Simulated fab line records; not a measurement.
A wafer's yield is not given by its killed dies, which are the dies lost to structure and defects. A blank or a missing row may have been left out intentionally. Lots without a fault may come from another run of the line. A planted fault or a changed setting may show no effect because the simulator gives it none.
Matching of chambers + flow nandHarc + 4 sister chambers for NHARC_A_BLC_STRIP_29 on rieDiel-04
The step strips in CF4. 8 wafers are shown with their chamber, then 7 later ones without.

## EACH WAFER AND ITS CHAMBER
| wafer  | chamber | drypumpMotorCurrentA (A) | oesProductAu (a.u.) |
|--------|---------|--------------------------|---------------------|
| L639.2 | 2       | 6.0                      | 0.993               |
| L639.3 | 0       | 5.6                      | 0.997               |
| L639.6 | 1       | 5.7                      | 1.001               |
| L645.1 | 3       | 6.4                      | 1.026               |
| L645.2 | 1       | 5.7                      | 0.996               |
| L645.3 | 0       | 5.6                      | 1.002               |
| L650.3 | 2       | 5.9                      | 0.998               |
| L650.5 | 3       | 6.4                      | 1.008               |

## WAFERS WITH NO CHAMBER GIVEN
| wafer  | drypumpMotorCurrentA (A) | oesProductAu (a.u.) |
|--------|--------------------------|---------------------|
| L650.6 | 5.6                      | 0.990               |
| L651.1 | 5.8                      | 1.010               |
| L651.3 | 5.6                      | 0.980               |
| L651.5 | 5.6                      | 0.967               |
| L652.2 | 5.6                      | 0.971               |
| L652.3 | 5.7                      | 1.004               |
| L652.4 | 6.0                      | 0.999               |

## WHICH CHAMBER EACH ONE RAN IN
| wafer  | from the rows above     | in truth |
|--------|-------------------------|----------|
| L650.6 | can't be placed: 0 or 1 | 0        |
| L651.1 | can't be placed: 1 or 2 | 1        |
| L651.3 | can't be placed: 0 or 1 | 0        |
| L651.5 | can't be placed: 0 or 1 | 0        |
| L652.2 | can't be placed: 0 or 1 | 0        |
| L652.3 | 1                       | 1        |
| L652.4 | 2                       | 2        |
Correctly placed: 2 of 7. Can't be placed from these rows: 5 (the true chamber is among the candidates in 5). Wrongly placed: 0.
How it was worked out, from the rows above alone: a wafer's distance from a chamber is the root of the sum, over the readings, of the square of ((its reading less the chamber's mean) divided by the reading's scatter). The wafer belongs to the nearest chamber; if the next one is less than 2 further off, it can't be placed. The mean given for a chamber averages the wafers shown for that chamber. The scatter: the root of (the sum of the squares of (reading less its chamber's mean) over the shown wafers, divided by (wafers less chambers)).
